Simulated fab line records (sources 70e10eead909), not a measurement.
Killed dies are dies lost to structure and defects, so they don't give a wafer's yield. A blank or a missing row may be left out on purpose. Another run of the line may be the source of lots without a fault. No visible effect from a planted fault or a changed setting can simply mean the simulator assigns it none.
One fault seen from 2 desks | flow nand harc | only its own numbers are on each desk; what lay behind them is given at the end

== FROM THE METROLOGY DESK ==
Lot by lot, what the gauges showed, no matter which tool ran the lot: averages of those sampled wafers that carry a number. Marked OUT: a lot whose mean sits more than 4 standard deviations from the usual mean, which makes it out of limits; the brackets give that distance.
Columns: A = cd nm at NHARC_P_CONTACT_CD_MEAS_12, usual 90.3 nm; B = cd nm at NHARC_P_CONTACT_CD_MEAS_19, usual 90.5 nm
lot  | first seen here | A              | B
L762 | day 6 20:57     | 89.9           | 89.4
L763 | day 7 00:54     | 90.0           | 89.2
L764 | day 7 16:20     | 91.0           | 90.4
L768 | day 9 02:26     | 70.0 (-37) OUT | 69.2 (-15) OUT
L771 | day 10 12:02    | 74.0 (-30) OUT | 73.7 (-12) OUT
L772 | day 11 07:37    | 90.0           | 88.9
L773 | day 11 11:14    | 77.3 (-24) OUT | 77.1 (-9.5) OUT
L774 | day 11 21:31    | 90.6           | 90.6
L776 | day 12 19:28    | 90.0           | 91.2
L778 | day 13 07:47    | 89.7           | 90.9
L781 | day 14 13:13    | 90.5           | 91.5
L782 | day 15 20:05    | 90.0           | 91.2
Finding of this desk: L768, L771, L773 out of limits; the first was L768 at day 9 02:26, on cd nm at NHARC_P_CONTACT_CD_MEAS_12. In limits: L762, L763, L764, L772, L774, L776, L778, L781, L782.

== TOOL OWNER'S DESK, arfi scanner-03 ==
The tool's own readings at NHARC_P_CONTACT_EXPOSE_09 (exposes mask P CA, target cd 90 nm): means of the sampled wafers that have a number, for each lot that ran on this tool. Marked OUT: a lot whose mean sits more than 4 standard deviations from the usual mean, which makes it out of limits; the brackets give that distance.
Columns: A = exposure dose mJ cm2 at NHARC_P_CONTACT_EXPOSE_09, usual 81.26
lot  | first seen here | A
L763 | day 7 00:46     | 81.25
L764 | day 7 16:12     | 81.23
L768 | day 9 02:19     | 58.26 (-99 or more) OUT
L771 | day 10 11:53    | 62.92 (-99 or more) OUT
L773 | day 11 11:06    | 66.51 (-99 or more) OUT
Finding of this desk: L768, L771, L773 out of limits; the first was L768 at day 9 02:19, on exposure dose mJ cm2 at NHARC_P_CONTACT_EXPOSE_09. In limits: L763, L764.

== ALL TOGETHER ==
The tool owner's desk had the chance to raise an alarm at day 9 02:19 on L768, L771, L773.
L768, L771, L773 would have let the metrology desk raise an alarm at day 9 02:26.
NHARC_P_CONTACT_EXPOSE_09 was run on arfi scanner-03 by each of the lots named.

== WHAT THE SIMULATOR HAD INSERTED ==
Process parameters drifting: arfi scanner-03 at NHARC_P_CONTACT_EXPOSE_09, beginning at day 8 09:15. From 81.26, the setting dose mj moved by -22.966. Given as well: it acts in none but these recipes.
Shown lots that were struck: L768, L771, L773.
Hours from the fault's start to each desk's first reading out of limits: the tool owner's desk, 17; the metrology desk, 17.
